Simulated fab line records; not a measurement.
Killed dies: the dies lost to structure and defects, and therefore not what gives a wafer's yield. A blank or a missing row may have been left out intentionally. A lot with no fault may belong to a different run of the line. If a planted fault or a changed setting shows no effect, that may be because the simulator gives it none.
Matching of chambers || flow n5 finfet || N5_BEOL_M1_ETCH_63 on rie diel-05 has 4 sister chambers
The step etches SiARC in CF4, target depth 15.6 nm, time 26 s. 14 wafers are shown with their chamber, then 7 later ones without.

EACH WAFER AND ITS CHAMBER
{"wafer": "L348.2", "chamber": 0, "showerhead plenum p Torr (Torr)": 2.18, "throttle valve pct (%)": 15.04, "oes product au (a.u.)": 0.78}
{"wafer": "L348.4", "chamber": 1, "showerhead plenum p Torr (Torr)": 2.03, "throttle valve pct (%)": 15.53, "oes product au (a.u.)": 0.58}
{"wafer": "L348.5", "chamber": 2, "showerhead plenum p Torr (Torr)": 2.21, "throttle valve pct (%)": 15.45, "oes product au (a.u.)": 0.57}
{"wafer": "L349.1", "chamber": 2, "showerhead plenum p Torr (Torr)": 2.21, "throttle valve pct (%)": 15.45, "oes product au (a.u.)": 0.58}
{"wafer": "L349.2", "chamber": 1, "showerhead plenum p Torr (Torr)": 2.03, "throttle valve pct (%)": 15.56, "oes product au (a.u.)": 0.59}
{"wafer": "L349.4", "chamber": 0, "showerhead plenum p Torr (Torr)": 2.18, "throttle valve pct (%)": 15.06, "oes product au (a.u.)": 0.78}
{"wafer": "L351.1", "chamber": 1, "showerhead plenum p Torr (Torr)": 2.02, "throttle valve pct (%)": 15.55, "oes product au (a.u.)": 0.58}
{"wafer": "L351.5", "chamber": 0, "showerhead plenum p Torr (Torr)": 2.18, "throttle valve pct (%)": 15.05, "oes product au (a.u.)": 0.77}
{"wafer": "L351.6", "chamber": 1, "showerhead plenum p Torr (Torr)": 2.02, "throttle valve pct (%)": 15.54, "oes product au (a.u.)": 0.58}
{"wafer": "L352.2", "chamber": 0, "showerhead plenum p Torr (Torr)": 2.18, "throttle valve pct (%)": 15.06, "oes product au (a.u.)": 0.77}
{"wafer": "L352.3", "chamber": 3, "showerhead plenum p Torr (Torr)": 2.10, "throttle valve pct (%)": 15.39, "oes product au (a.u.)": 0.59}
{"wafer": "L352.5", "chamber": 2, "showerhead plenum p Torr (Torr)": 2.21, "throttle valve pct (%)": 15.47, "oes product au (a.u.)": 0.58}
{"wafer": "L360.4", "chamber": 0, "showerhead plenum p Torr (Torr)": 2.17, "throttle valve pct (%)": 15.09, "oes product au (a.u.)": 0.74}
{"wafer": "L360.5", "chamber": 2, "showerhead plenum p Torr (Torr)": 2.20, "throttle valve pct (%)": 15.50, "oes product au (a.u.)": 0.56}

SIGNATURES (averages over the wafers above)
{"reading": "showerhead plenum p Torr", "chamber 0": 2.1780, "chamber 1": 2.0250, "chamber 2": 2.2075, "chamber 3": 2.1000, "scatter within a chamber": 0.00505}
{"reading": "throttle valve pct", "chamber 0": 15.0600, "chamber 1": 15.5450, "chamber 2": 15.4675, "chamber 3": 15.3900, "scatter within a chamber": 0.0189}
{"reading": "oes product au", "chamber 0": 0.7680, "chamber 1": 0.5825, "chamber 2": 0.5725, "chamber 3": 0.5900, "scatter within a chamber": 0.012}
Rule: a wafer's distance from a chamber is the root of the sum, over the readings, of the square of ((its reading less the chamber's mean) divided by the reading's scatter). The wafer belongs to the nearest chamber; if the next one is less than 2 further off, it can't be placed. The scatter is the square root of a quotient: the sum, over the shown wafers, of each reading's squared deviation from its chamber's mean, divided by wafers minus chambers.

WAFERS WITH NO CHAMBER GIVEN
{"wafer": "L360.6", "showerhead plenum p Torr (Torr)": 2.10, "throttle valve pct (%)": 14.88, "oes product au (a.u.)": 0.86}
{"wafer": "L364.2", "showerhead plenum p Torr (Torr)": 2.17, "throttle valve pct (%)": 15.12, "oes product au (a.u.)": 0.74}
{"wafer": "L364.4", "showerhead plenum p Torr (Torr)": 2.20, "throttle valve pct (%)": 15.52, "oes product au (a.u.)": 0.56}
{"wafer": "L364.6", "showerhead plenum p Torr (Torr)": 2.09, "throttle valve pct (%)": 14.90, "oes product au (a.u.)": 0.83}
{"wafer": "L367.1", "showerhead plenum p Torr (Torr)": 2.27, "throttle valve pct (%)": 15.09, "oes product au (a.u.)": 0.82}
{"wafer": "L367.2", "showerhead plenum p Torr (Torr)": 2.16, "throttle valve pct (%)": 15.11, "oes product au (a.u.)": 0.72}
{"wafer": "L367.6", "showerhead plenum p Torr (Torr)": 2.09, "throttle valve pct (%)": 14.91, "oes product au (a.u.)": 0.80}

THE CHAMBER EACH PASSED THROUGH
{"wafer": "L360.6", "from the rows above": 0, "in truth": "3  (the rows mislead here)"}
{"wafer": "L364.2", "from the rows above": 0, "in truth": 0}
{"wafer": "L364.4", "from the rows above": 2, "in truth": 2}
{"wafer": "L364.6", "from the rows above": 0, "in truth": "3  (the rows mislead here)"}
{"wafer": "L367.1", "from the rows above": 0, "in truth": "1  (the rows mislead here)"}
{"wafer": "L367.2", "from the rows above": 0, "in truth": 0}
{"wafer": "L367.6", "from the rows above": 0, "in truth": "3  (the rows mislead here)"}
Correctly placed: 3 of 7. Number that these rows cannot place: 0. Wrongly placed: 4.
